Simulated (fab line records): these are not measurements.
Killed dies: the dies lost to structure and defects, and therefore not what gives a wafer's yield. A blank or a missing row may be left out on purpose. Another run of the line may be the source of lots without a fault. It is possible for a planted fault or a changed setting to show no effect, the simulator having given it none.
Which tool is to blame? || flow nand-harc || Sampling: 15 lots, 45 wafers, 4 of 1302 route steps

## WHAT EACH GAUGE READ, for each wafer
NHARC_P_STI_INSPECT_25. Usual: 206 for raw-defect-count, sd 68.
{"lot": "L511", "measured": "day 3 05:14", "on": "defect-inspect-02", "raw-defect-count": "225 193 106", "flag": ""}
{"lot": "L513", "measured": "day 3 20:13", "on": "defect-inspect-02", "raw-defect-count": "266 258 278", "flag": ""}
{"lot": "L515", "measured": "day 4 15:01", "on": "defect-inspect-01", "raw-defect-count": "258 294 205", "flag": ""}
{"lot": "L517", "measured": "day 5 13:21", "on": "defect-inspect-01", "raw-defect-count": "157 134 146", "flag": ""}
{"lot": "L518", "measured": "day 6 07:10", "on": "defect-inspect-02", "raw-defect-count": "181 136 105", "flag": ""}
{"lot": "L520", "measured": "day 7 00:08", "on": "defect-inspect-01", "raw-defect-count": "240 315 170", "flag": ""}
{"lot": "L522", "measured": "day 7 10:59", "on": "defect-inspect-02", "raw-defect-count": "177 163 125", "flag": ""}
{"lot": "L525", "measured": "day 9 01:54", "on": "defect-inspect-01", "raw-defect-count": "143 197 131", "flag": ""}
{"lot": "L526", "measured": "day 9 06:13", "on": "defect-inspect-01", "raw-defect-count": "237 205 223", "flag": ""}
{"lot": "L527", "measured": "day 9 16:16", "on": "defect-inspect-02", "raw-defect-count": "116 268 210", "flag": ""}
{"lot": "L530", "measured": "day 10 21:30", "on": "defect-inspect-02", "raw-defect-count": "213 199 138", "flag": ""}
{"lot": "L531", "measured": "day 11 10:54", "on": "defect-inspect-02", "raw-defect-count": "149 142 216", "flag": ""}
{"lot": "L532", "measured": "day 11 17:05", "on": "defect-inspect-01", "raw-defect-count": "204 129 186", "flag": ""}
{"lot": "L533", "measured": "day 12 03:17", "on": "defect-inspect-02", "raw-defect-count": "270 193 287", "flag": ""}
{"lot": "L534", "measured": "day 12 12:40", "on": "defect-inspect-01", "raw-defect-count": "120 136 142", "flag": ""}

NHARC_P_GATE_CD_MEAS_26 targets a cd of 120 nm. Usual: 119.8 nm for cd-nm, sd 0.53.
{"lot": "L511", "measured": "day 4 07:00", "on": "cd-sem-02", "cd-nm (nm)": "119.5 119.7 119.8", "flag": ""}
{"lot": "L513", "measured": "day 4 20:51", "on": "cd-sem-01", "cd-nm (nm)": "119.9 119.9 119.8", "flag": ""}
{"lot": "L515", "measured": "day 5 14:37", "on": "cd-sem-03", "cd-nm (nm)": "119.2 119.8 118.3", "flag": ""}
{"lot": "L517", "measured": "day 6 12:52", "on": "cd-sem-02", "cd-nm (nm)": "119.1 119.1 119.7", "flag": ""}
{"lot": "L518", "measured": "day 7 06:11", "on": "cd-sem-03", "cd-nm (nm)": "119.4 120.4 119.9", "flag": ""}
{"lot": "L520", "measured": "day 8 00:20", "on": "cd-sem-01", "cd-nm (nm)": "119.2 120.0 119.5", "flag": ""}
{"lot": "L522", "measured": "day 8 15:55", "on": "cd-sem-01", "cd-nm (nm)": "119.7 120.3 119.5", "flag": ""}
{"lot": "L525", "measured": "day 10 00:27", "on": "cd-sem-02", "cd-nm (nm)": "131.4 131.2 131.4 131.3 131.5 131.4", "flag": "OFF"}
{"lot": "L526", "measured": "day 10 04:35", "on": "cd-sem-03", "cd-nm (nm)": "131.9 131.8 132.0 131.7 131.9 132.2", "flag": "OFF"}
{"lot": "L527", "measured": "day 10 16:35", "on": "cd-sem-02", "cd-nm (nm)": "132.2 132.5 132.0 132.4 132.5 132.2", "flag": "OFF"}
{"lot": "L530", "measured": "day 11 21:19", "on": "cd-sem-02", "cd-nm (nm)": "119.2 119.6 120.1", "flag": ""}
{"lot": "L531", "measured": "day 12 12:14", "on": "cd-sem-01", "cd-nm (nm)": "120.1 120.3 120.3", "flag": ""}
{"lot": "L532", "measured": "day 12 16:37", "on": "cd-sem-02", "cd-nm (nm)": "119.6 119.5 119.9", "flag": ""}
{"lot": "L533", "measured": "day 13 04:50", "on": "cd-sem-02", "cd-nm (nm)": "119.2 119.2 119.5", "flag": ""}
{"lot": "L534", "measured": "day 13 11:11", "on": "cd-sem-03", "cd-nm (nm)": "120.1 119.9 120.4", "flag": ""}

## WHICH TOOL RAN EACH LOT (tool, then ch and the chambers of the sampled wafers, then the start)
{"lot": "L511", "NHARC_P_STI_ETCH_42": "rie-diel-09 ch 2,3, day 2 04:19", "NHARC_P_GATE_PEB_24": "litho-track-06 ch 0, day 4 06:55"}
{"lot": "L513", "NHARC_P_STI_ETCH_42": "rie-diel-09 ch 1,2, day 2 15:16", "NHARC_P_GATE_PEB_24": "litho-track-06 ch 0, day 4 20:46"}
{"lot": "L515", "NHARC_P_STI_ETCH_42": "rie-diel-09 ch 1,2,3, day 3 12:04", "NHARC_P_GATE_PEB_24": "litho-track-04 ch 0, day 5 14:32"}
{"lot": "L517", "NHARC_P_STI_ETCH_42": "rie-diel-09 ch 0,1, day 4 07:22", "NHARC_P_GATE_PEB_24": "litho-track-04 ch 0, day 6 12:47"}
{"lot": "L518", "NHARC_P_STI_ETCH_42": "rie-diel-08 ch 0,2,3, day 4 20:58", "NHARC_P_GATE_PEB_24": "litho-track-01 ch 0, day 7 06:06"}
{"lot": "L520", "NHARC_P_STI_ETCH_42": "rie-diel-08 ch 0,1,3, day 5 19:05", "NHARC_P_GATE_PEB_24": "litho-track-01 ch 0, day 8 00:15"}
{"lot": "L522", "NHARC_P_STI_ETCH_42": "rie-diel-13 ch 1,2,3, day 6 09:24", "NHARC_P_GATE_PEB_24": "litho-track-01 ch 0, day 8 15:50"}
{"lot": "L525", "NHARC_P_STI_ETCH_42": "rie-diel-08 ch 0,1,3, day 7 15:07", "NHARC_P_GATE_PEB_24": "litho-track-01 ch 0, day 10 00:22"}
{"lot": "L526", "NHARC_P_STI_ETCH_42": "rie-diel-09 ch 1,2,3, day 8 00:08", "NHARC_P_GATE_PEB_24": "litho-track-01 ch 0, day 10 04:30"}
{"lot": "L527", "NHARC_P_STI_ETCH_42": "rie-diel-13 ch 0,1,3, day 8 12:22", "NHARC_P_GATE_PEB_24": "litho-track-01 ch 0, day 10 16:31"}
{"lot": "L530", "NHARC_P_STI_ETCH_42": "rie-diel-13 ch 0,3, day 9 19:34", "NHARC_P_GATE_PEB_24": "litho-track-04 ch 0, day 11 21:14"}
{"lot": "L531", "NHARC_P_STI_ETCH_42": "rie-diel-09 ch 0,2, day 10 06:16", "NHARC_P_GATE_PEB_24": "litho-track-06 ch 0, day 12 12:09"}
{"lot": "L532", "NHARC_P_STI_ETCH_42": "rie-diel-13 ch 0,1,2, day 10 15:46", "NHARC_P_GATE_PEB_24": "litho-track-06 ch 0, day 12 16:32"}
{"lot": "L533", "NHARC_P_STI_ETCH_42": "rie-diel-09 ch 0,2,3, day 11 00:39", "NHARC_P_GATE_PEB_24": "litho-track-04 ch 0, day 13 04:45"}
{"lot": "L534", "NHARC_P_STI_ETCH_42": "rie-diel-13 ch 1,2,3, day 11 08:40", "NHARC_P_GATE_PEB_24": "litho-track-01 ch 0, day 13 11:06"}
- NHARC_P_STI_ETCH_42: etches the open film in N2/H2, target depth 80 nm, overetch 24 nm, time 61 s.
- NHARC_P_GATE_PEB_24: peb time 65 s.

## WHAT THE TOOLS THEMSELVES READ (means of the sampled wafers that have a number; where no wafer has one, the mark that the record gives instead)
NHARC_P_STI_ETCH_42. Usual: drypump-motor-current-A 5.5 A, standard deviation 0.39; oes-product-au 1.002 a.u., standard deviation 0.008; rf-vpp-V 430.8 V, standard deviation 2.4; showerhead-plenum-p-Torr 2.05 Torr, standard deviation 0.08; throttle-valve-pct 14.171 %, standard deviation 0.0092.
{"lot": "L511", "tool": "rie-diel-09", "drypump-motor-current-A (A)": 5.5, "oes-product-au (a.u.)": 1.005, "rf-vpp-V (V)": 432.0, "showerhead-plenum-p-Torr (Torr)": 2.07, "throttle-valve-pct (%)": 14.169, "flag": ""}
{"lot": "L513", "tool": "rie-diel-09", "drypump-motor-current-A (A)": 5.2, "oes-product-au (a.u.)": 1.001, "rf-vpp-V (V)": 429.0, "showerhead-plenum-p-Torr (Torr)": 2.01, "throttle-valve-pct (%)": 14.173, "flag": ""}
{"lot": "L515", "tool": "rie-diel-09", "drypump-motor-current-A (A)": 5.4, "oes-product-au (a.u.)": 0.998, "rf-vpp-V (V)": 430.3, "showerhead-plenum-p-Torr (Torr)": 2.04, "throttle-valve-pct (%)": 14.160, "flag": ""}
{"lot": "L517", "tool": "rie-diel-09", "drypump-motor-current-A (A)": 5.3, "oes-product-au (a.u.)": 1.001, "rf-vpp-V (V)": 432.4, "showerhead-plenum-p-Torr (Torr)": 2.07, "throttle-valve-pct (%)": 14.164, "flag": ""}
{"lot": "L518", "tool": "rie-diel-08", "drypump-motor-current-A (A)": 5.8, "oes-product-au (a.u.)": 1.007, "rf-vpp-V (V)": 430.4, "showerhead-plenum-p-Torr (Torr)": 2.05, "throttle-valve-pct (%)": 14.169, "flag": ""}
{"lot": "L520", "tool": "rie-diel-08", "drypump-motor-current-A (A)": 5.6, "oes-product-au (a.u.)": 1.011, "rf-vpp-V (V)": 430.6, "showerhead-plenum-p-Torr (Torr)": 2.06, "throttle-valve-pct (%)": 14.183, "flag": ""}
{"lot": "L522", "tool": "rie-diel-13", "drypump-motor-current-A (A)": 5.5, "oes-product-au (a.u.)": 1.012, "rf-vpp-V (V)": 430.3, "showerhead-plenum-p-Torr (Torr)": 2.03, "throttle-valve-pct (%)": 14.170, "flag": ""}
{"lot": "L525", "tool": "rie-diel-08", "drypump-motor-current-A (A)": 5.5, "oes-product-au (a.u.)": 1.006, "rf-vpp-V (V)": 430.3, "showerhead-plenum-p-Torr (Torr)": 2.06, "throttle-valve-pct (%)": 14.167, "flag": ""}
{"lot": "L526", "tool": "rie-diel-09", "drypump-motor-current-A (A)": 5.4, "oes-product-au (a.u.)": 1.007, "rf-vpp-V (V)": 430.4, "showerhead-plenum-p-Torr (Torr)": 2.04, "throttle-valve-pct (%)": 14.167, "flag": ""}
{"lot": "L527", "tool": "rie-diel-13", "drypump-motor-current-A (A)": 5.5, "oes-product-au (a.u.)": 0.997, "rf-vpp-V (V)": 428.9, "showerhead-plenum-p-Torr (Torr)": 1.99, "throttle-valve-pct (%)": 14.159, "flag": ""}
{"lot": "L530", "tool": "rie-diel-13", "drypump-motor-current-A (A)": 5.7, "oes-product-au (a.u.)": 0.997, "rf-vpp-V (V)": 428.4, "showerhead-plenum-p-Torr (Torr)": 1.93, "throttle-valve-pct (%)": 14.172, "flag": ""}
{"lot": "L531", "tool": "rie-diel-09", "drypump-motor-current-A (A)": 5.4, "oes-product-au (a.u.)": 1.006, "rf-vpp-V (V)": 431.3, "showerhead-plenum-p-Torr (Torr)": 2.07, "throttle-valve-pct (%)": 14.169, "flag": ""}
{"lot": "L532", "tool": "rie-diel-13", "drypump-motor-current-A (A)": 5.7, "oes-product-au (a.u.)": 0.996, "rf-vpp-V (V)": 430.1, "showerhead-plenum-p-Torr (Torr)": 2.04, "throttle-valve-pct (%)": 14.173, "flag": ""}
{"lot": "L533", "tool": "rie-diel-09", "drypump-motor-current-A (A)": 5.4, "oes-product-au (a.u.)": 0.992, "rf-vpp-V (V)": 431.4, "showerhead-plenum-p-Torr (Torr)": 2.07, "throttle-valve-pct (%)": 14.173, "flag": ""}
{"lot": "L534", "tool": "rie-diel-13", "drypump-motor-current-A (A)": 5.4, "oes-product-au (a.u.)": 1.002, "rf-vpp-V (V)": 431.1, "showerhead-plenum-p-Torr (Torr)": 2.03, "throttle-valve-pct (%)": 14.172, "flag": ""}

NHARC_P_GATE_PEB_24. Usual: heater-power-total-W 156.6 W, standard deviation 0.41; plate-temp-C 99.99 C, standard deviation 0.12.
{"lot": "L511", "tool": "litho-track-06", "heater-power-total-W (W)": 157.0, "plate-temp-C (C)": 99.99, "flag": ""}
{"lot": "L513", "tool": "litho-track-06", "heater-power-total-W (W)": 156.9, "plate-temp-C (C)": 100.03, "flag": ""}
{"lot": "L515", "tool": "litho-track-04", "heater-power-total-W (W)": 157.0, "plate-temp-C (C)": 100.09, "flag": ""}
{"lot": "L517", "tool": "litho-track-04", "heater-power-total-W (W)": 156.8, "plate-temp-C (C)": 100.00, "flag": ""}
{"lot": "L518", "tool": "litho-track-01", "heater-power-total-W (W)": 156.5, "plate-temp-C (C)": 100.04, "flag": ""}
{"lot": "L520", "tool": "litho-track-01", "heater-power-total-W (W)": 156.3, "plate-temp-C (C)": 100.11, "flag": ""}
{"lot": "L522", "tool": "litho-track-01", "heater-power-total-W (W)": 156.7, "plate-temp-C (C)": 100.05, "flag": ""}
{"lot": "L525", "tool": "litho-track-01", "heater-power-total-W (W)": 149.9, "plate-temp-C (C)": 96.82, "flag": "OFF"}
{"lot": "L526", "tool": "litho-track-01", "heater-power-total-W (W)": 149.9, "plate-temp-C (C)": 96.97, "flag": "OFF"}
{"lot": "L527", "tool": "litho-track-01", "heater-power-total-W (W)": 149.9, "plate-temp-C (C)": 96.95, "flag": "OFF"}
{"lot": "L530", "tool": "litho-track-04", "heater-power-total-W (W)": 156.8, "plate-temp-C (C)": 100.03, "flag": ""}
{"lot": "L531", "tool": "litho-track-06", "heater-power-total-W (W)": 156.6, "plate-temp-C (C)": 100.11, "flag": ""}
{"lot": "L532", "tool": "litho-track-06", "heater-power-total-W (W)": 156.5, "plate-temp-C (C)": 99.94, "flag": ""}
{"lot": "L533", "tool": "litho-track-04", "heater-power-total-W (W)": 156.2, "plate-temp-C (C)": 100.06, "flag": ""}
{"lot": "L534", "tool": "litho-track-01", "heater-power-total-W (W)": 156.5, "plate-temp-C (C)": 99.92, "flag": ""}

## THE ANSWER, worked out from the rows above alone
Rule: lot off if the mean of its wafers having a number is beyond 3 standard deviations from the usual mean. A lot without any number at a reading at which 4 lots or more have one is off too. Where the step has rows for the other lots, those lots are counted as sound. After the gauges, taken in route order, come the tools' own readings; for these a lot's mean is taken, as printed above. The first step at which some lot is off is used, and at that step the reading that is off furthest; a lot without a number counts as furthest.
Off at NHARC_P_GATE_CD_MEAS_26 (cd-nm): L525, L526, L527.
A tool fits if, at a process step before that reading, it ran every lot that is off, and no sound lot after the first of them. Not tried: the gauges at NHARC_P_GATE_CD_MEAS_26; whatever is off there is also off at NHARC_P_GATE_PEB_24, on other tools, and gauge error can't account for it. Not one of the candidates tried fits.

## WHAT THE SIMULATOR HAD INSERTED
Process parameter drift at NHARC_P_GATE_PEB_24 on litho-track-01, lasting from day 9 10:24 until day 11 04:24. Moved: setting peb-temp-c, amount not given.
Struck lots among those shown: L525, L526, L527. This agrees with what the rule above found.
